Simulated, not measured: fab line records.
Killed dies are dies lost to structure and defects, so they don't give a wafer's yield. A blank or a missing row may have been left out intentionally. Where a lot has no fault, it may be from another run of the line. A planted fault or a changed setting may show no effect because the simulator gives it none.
Matching of chambers || flow n5-finfet || 4 sister chambers for N5_BEOL_M2_ETCH_70 on rie-diel-01
The step etches SOC in N2/H2, target depth 80 nm, overetch 24 nm, time 130 s. 14 wafers are shown with their chamber, then 6 later ones without.

## WAFERS PAIRED WITH THEIR CHAMBERS
{"wafer": "L622.3", "chamber": 3, "showerhead-plenum-p-Torr (Torr)": 2.56, "drypump-motor-current-A (A)": 5.5, "throttle-valve-pct (%)": 18.13}
{"wafer": "L622.5", "chamber": 1, "showerhead-plenum-p-Torr (Torr)": 2.46, "drypump-motor-current-A (A)": 6.0, "throttle-valve-pct (%)": 18.07}
{"wafer": "L623.1", "chamber": 1, "showerhead-plenum-p-Torr (Torr)": 2.46, "drypump-motor-current-A (A)": 6.0, "throttle-valve-pct (%)": 18.10}
{"wafer": "L623.4", "chamber": 0, "showerhead-plenum-p-Torr (Torr)": 2.56, "drypump-motor-current-A (A)": 5.3, "throttle-valve-pct (%)": 17.42}
{"wafer": "L623.6", "chamber": 3, "showerhead-plenum-p-Torr (Torr)": 2.56, "drypump-motor-current-A (A)": 5.6, "throttle-valve-pct (%)": 18.17}
{"wafer": "L627.3", "chamber": 2, "showerhead-plenum-p-Torr (Torr)": 2.59, "drypump-motor-current-A (A)": 6.3, "throttle-valve-pct (%)": 18.00}
{"wafer": "L627.5", "chamber": 0, "showerhead-plenum-p-Torr (Torr)": 2.56, "drypump-motor-current-A (A)": 5.2, "throttle-valve-pct (%)": 17.44}
{"wafer": "L627.6", "chamber": 3, "showerhead-plenum-p-Torr (Torr)": 2.56, "drypump-motor-current-A (A)": 5.5, "throttle-valve-pct (%)": 18.17}
{"wafer": "L630.2", "chamber": 2, "showerhead-plenum-p-Torr (Torr)": 2.59, "drypump-motor-current-A (A)": 6.3, "throttle-valve-pct (%)": 18.02}
{"wafer": "L630.3", "chamber": 0, "showerhead-plenum-p-Torr (Torr)": 2.56, "drypump-motor-current-A (A)": 5.2, "throttle-valve-pct (%)": 17.47}
{"wafer": "L630.5", "chamber": 1, "showerhead-plenum-p-Torr (Torr)": 2.45, "drypump-motor-current-A (A)": 6.0, "throttle-valve-pct (%)": 18.12}
{"wafer": "L632.3", "chamber": 0, "showerhead-plenum-p-Torr (Torr)": 2.56, "drypump-motor-current-A (A)": 5.2, "throttle-valve-pct (%)": 17.46}
{"wafer": "L632.4", "chamber": 3, "showerhead-plenum-p-Torr (Torr)": 2.56, "drypump-motor-current-A (A)": 5.5, "throttle-valve-pct (%)": 18.19}
{"wafer": "L632.6", "chamber": 1, "showerhead-plenum-p-Torr (Torr)": 2.45, "drypump-motor-current-A (A)": 6.0, "throttle-valve-pct (%)": 18.12}

SIGNATURES, as means of the wafers listed above
{"reading": "showerhead-plenum-p-Torr", "chamber 0": 2.5600, "chamber 1": 2.4550, "chamber 2": 2.5900, "chamber 3": 2.5600, "scatter within a chamber": 0.00316}
{"reading": "drypump-motor-current-A", "chamber 0": 5.225, "chamber 1": 6.000, "chamber 2": 6.300, "chamber 3": 5.525, "scatter within a chamber": 0.0387}
{"reading": "throttle-valve-pct", "chamber 0": 17.4475, "chamber 1": 18.1025, "chamber 2": 18.0100, "chamber 3": 18.1650, "scatter within a chamber": 0.0229}
Rule: a wafer's distance from a chamber is the root of the sum, over the readings, of the square of ((its reading less the chamber's mean) divided by the reading's scatter). The wafer belongs to the nearest chamber; if the next one is less than 2 further off, it can't be placed. The scatter: the root of (the sum of the squares of (reading less its chamber's mean) over the shown wafers, divided by (wafers less chambers)).

## WAFERS WITHOUT THEIR CHAMBER
{"wafer": "L631.2", "showerhead-plenum-p-Torr (Torr)": 2.55, "drypump-motor-current-A (A)": 5.5, "throttle-valve-pct (%)": 18.20}
{"wafer": "L631.3", "showerhead-plenum-p-Torr (Torr)": 2.45, "drypump-motor-current-A (A)": 6.0, "throttle-valve-pct (%)": 18.13}
{"wafer": "L631.4", "showerhead-plenum-p-Torr (Torr)": 2.59, "drypump-motor-current-A (A)": 6.3, "throttle-valve-pct (%)": 18.03}
{"wafer": "L638.2", "showerhead-plenum-p-Torr (Torr)": 2.59, "drypump-motor-current-A (A)": 6.3, "throttle-valve-pct (%)": 18.02}
{"wafer": "L638.4", "showerhead-plenum-p-Torr (Torr)": 2.55, "drypump-motor-current-A (A)": 5.2, "throttle-valve-pct (%)": 17.48}
{"wafer": "L638.5", "showerhead-plenum-p-Torr (Torr)": 2.55, "drypump-motor-current-A (A)": 5.2, "throttle-valve-pct (%)": 17.48}

## WHICH CHAMBER EACH ONE RAN IN
{"wafer": "L631.2", "from the rows above": 3, "in truth": 3}
{"wafer": "L631.3", "from the rows above": 1, "in truth": 1}
{"wafer": "L631.4", "from the rows above": 2, "in truth": 2}
{"wafer": "L638.2", "from the rows above": 2, "in truth": 2}
{"wafer": "L638.4", "from the rows above": 0, "in truth": 0}
{"wafer": "L638.5", "from the rows above": 0, "in truth": 0}
Placed correctly: 6 of 6. Number that these rows cannot place: 0. 0 placed wrongly.
